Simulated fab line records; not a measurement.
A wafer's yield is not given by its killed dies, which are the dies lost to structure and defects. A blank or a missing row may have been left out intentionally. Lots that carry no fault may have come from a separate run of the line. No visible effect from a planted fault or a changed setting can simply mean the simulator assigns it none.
One fault seen from 2 desks    flow nand harc    each desk holds nothing but its own numbers, with what lay behind them at the end

FROM THE METROLOGY DESK
What the gauges read for every lot (on any tool): the sampled wafers with a number, averaged. Marked OUT: a lot whose mean sits more than 4 standard deviations from the usual mean, which makes it out of limits; the brackets give that distance.
Columns: A = cd nm at NHARC_A_CONTACT_CD_MEAS_69, usual 300.0 nm
lot   first seen here  A
L142  day 22 18:25     300.7
L141  day 22 23:17     300.0
L143  day 23 06:14     300.0
L145  day 24 15:18     300.1
L149  day 25 23:35     299.3
L150  day 26 01:00     316.5 (+24) OUT
L153  day 27 21:27     312.4 (+18) OUT
L156  day 28 23:47     300.8
L159  day 29 18:25     301.0
L157  day 29 20:37     299.1
L160  day 31 11:50     300.5
This desk finds L150, L153 out of limits, L150 being first, at day 26 01:00 (cd nm at NHARC_A_CONTACT_CD_MEAS_69). L142, L141, L143, L145, L149, L156, L159, L157, L160: within limits.

DESK OF THE TOOL OWNER: arfi scanner-02
The tool's own readings at NHARC_A_CONTACT_EXPOSE_66 (exposes mask A CC 2): means of the sampled wafers that have a number, for each lot that ran on this tool. Marked OUT: a lot whose mean sits more than 4 standard deviations from the usual mean, which makes it out of limits; the brackets give that distance.
Columns: A = exposure dose mJ cm2 at NHARC_A_CONTACT_EXPOSE_66, usual 59.02
lot   first seen here  A
L143  day 23 06:05     58.99
L145  day 24 15:10     59.07
L150  day 26 00:52     79.10 (+99 or more) OUT
L153  day 27 21:19     75.07 (+99 or more) OUT
This desk finds L150, L153 out of limits, L150 being first, at day 26 00:52 (exposure dose mJ cm2 at NHARC_A_CONTACT_EXPOSE_66). L143, L145: within limits.

PUT TOGETHER
The tool owner's desk had the chance to raise an alarm at day 26 00:52 on L150, L153.
An alarm was possible from the metrology desk at day 26 01:00, on L150, L153.
NHARC_A_CONTACT_EXPOSE_66 was run on arfi scanner-02 by each of the lots named.

WHAT THE SIMULATOR HAD PUT IN
Drift in process parameters on arfi scanner-02 at NHARC_A_CONTACT_EXPOSE_66, starting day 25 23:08. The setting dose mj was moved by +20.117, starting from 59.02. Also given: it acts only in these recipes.
Struck lots among those shown: L150, L153.
Counting hours from when the fault started, the first reading out of limits came at 2 for the tool owner's desk and at 2 for the metrology desk.
